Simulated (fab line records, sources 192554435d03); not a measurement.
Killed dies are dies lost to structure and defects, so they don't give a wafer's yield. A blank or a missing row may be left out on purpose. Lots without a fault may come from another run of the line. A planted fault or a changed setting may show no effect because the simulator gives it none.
A struck lot beside a sound one | flow n5_finfet | 22 steps out of a route of 1938
Sound: wafers L201.1, L201.2, L201.4. Struck: wafers L203.1, L203.4, L203.6. The cause comes at the end.
At each step with rows: each side's tool, then ch and its chambers, then its first start. Under that, the readings that differ: sound wafers | struck wafers | difference of the means | sigmas: that difference in standard deviations of wafers without a fault.
alike: readings whose means differ by less than 2 such deviations, and words and numbers that are the same on both sides. not compared: withheld readings, readings that some wafer has no value for, bounds like >300 that may hide the same value, and numbers for which the record gives no deviation and whose values overlap.
The two part at a step that has a row with sigmas, a row that says differs or no value, or rows on one side only. Numbers that don't overlap but have no deviation are shown without sigmas and don't part them. A reading that every wafer of one side lacks parts them only if that side has two wafers or more.

first, 8 steps without rows for these wafers: N5_BEOL_M1_PRE_CLEAN_60 (time 15 s); N5_BEOL_M1_CO_CAP_55 (material Co, precursor CCTBA/H2, target thk 2 nm, time 102.1 s); N5_BEOL_M1_PRE_CLEAN_56 (time 15 s); N5_BEOL_M1_DEP_57 (deposits SiCN from 3MS/NH3, target thk 8 nm, time 14 s); N5_BEOL_M2_ILD_DEP_00 (deposits SiOC from DEMS/O2, target thk 79 nm, time 15.3 s); N5_BEOL_M2_PECVD_72 (deposits SiO2 from TEOS/O2, target thk 16 nm, time 18 s); N5_BEOL_M2_HM_DEP_02 (deposits TiN, target thk 20 nm); N5_BEOL_M2_COAT_61 (time 60 s, resist thk 60 nm).
N5_BEOL_M2_COAT_62: time 60 s, resist thk 12 nm.
  sound on litho_track-05 ch 0, day 8 17:24; struck on litho_track-05 ch 0, day 9 03:48
  reading                                    | sound                | struck               | difference | sigmas
  spin_speed_rpm (rpm)                       | 1499.7 1501.1 1500.9 | 1604.4 1602.6 1602.9 | +102.7     | +86
  model.SiARC_of_BEOL_M2_COAT_62.thk_nm (nm) | 12 12 12             | 11.6 11.6 11.6       | -0.4       |
then, 9 steps without rows for these wafers: N5_BEOL_M2_COAT_73 (time 60 s, resist thk 5 nm); N5_BEOL_M2_COAT_05 (resist thk 30 nm); N5_BEOL_M2_EBR_07; N5_BEOL_M2_SOFTBAKE_06 (time 60 s); N5_BEOL_M2_EXPOSE_08 (exposes mask M2); N5_BEOL_M2_PEB_09 (peb time 60 s); N5_BEOL_M2_DEVELOP_10 (develop time 30 s); N5_BEOL_M2_DESCUM_16 (chemistry O2, time 7 s); N5_BEOL_M2_ETCH_74 (etches underlayer in N2/H2, target depth 6.5 nm, time 5.2 s).
N5_BEOL_M2_ETCH_63: etches SiARC in CF4, target depth 15.6 nm, time 26 s.
  sound on rie_diel-06 ch 2,3, day 8 17:58; struck on rie_diel-04 ch 0,2,3, day 9 04:24
  reading                  | sound             | struck           | difference | sigmas
  etch_rf_on_time_s (s)    | 27.4 26.3 26.7    | 25.7 25.7 24.3   | -1.6       | -2
  model.etch.depth_nm (nm) | 12.07 12.07 12.09 | 11.62 11.6 11.64 | -0.46      |
  alike: drypump_motor_current_A, oes_product_au, rf_vpp_V, showerhead_plenum_p_Torr, throttle_valve_pct
  not compared: rf_hours_counter_h
then, 1 step without rows for these wafers: N5_BEOL_M2_ETCH_64 (etches SOC in N2/H2, target depth 75 nm, overetch 22.5 nm, time 121.9 s).
N5_BEOL_M4_RC_MEAS_101:
  sound on prober-02 ch 0, day 9 23:50; struck on prober-01 ch 0, day 10 19:44
  alike: DIBL_N, DIBL_P, IOFF_N, IOFF_P, ION_N, ION_P, SS_N, SS_P, VT_N, VT_P
-- the record jumps here: 5 days lie between the struck wafers' starts before and after (it left off in module BEOL_M4 and takes up again in module PASSIVATION, whose first step shown is number 1936 of the route) --
N5_PASSIVATION_PROBE_49:
  sound on prober-01, day 14 00:52; struck on prober-01, day 15 16:23
  reading               | sound | struck      | difference | sigmas
  killed_at_M0_to_M3    | 20    | 44 33 39    | +19        | +2
  sort_bin_6_memory (%) | 2.1   | 4.6 3.4 2.4 | +1.4       | +2
  alike: defect_limited_yield, killed_at_M4_up, killed_at_contacts, killed_at_front_end, killed_at_other, killed_dies, killed_open, killed_short, sort_bin_5_function, sort_bin_8_speed, sort_n_pass, sort_yield_pct

WHERE THEY PART
First at N5_BEOL_M2_COAT_62; last, within this record, at N5_PASSIVATION_PROBE_49.

WHY: what the simulator had put in
Process parameter drift: litho_track-05, from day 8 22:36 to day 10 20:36, at N5_BEOL_M2_COAT_62. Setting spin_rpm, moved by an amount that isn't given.
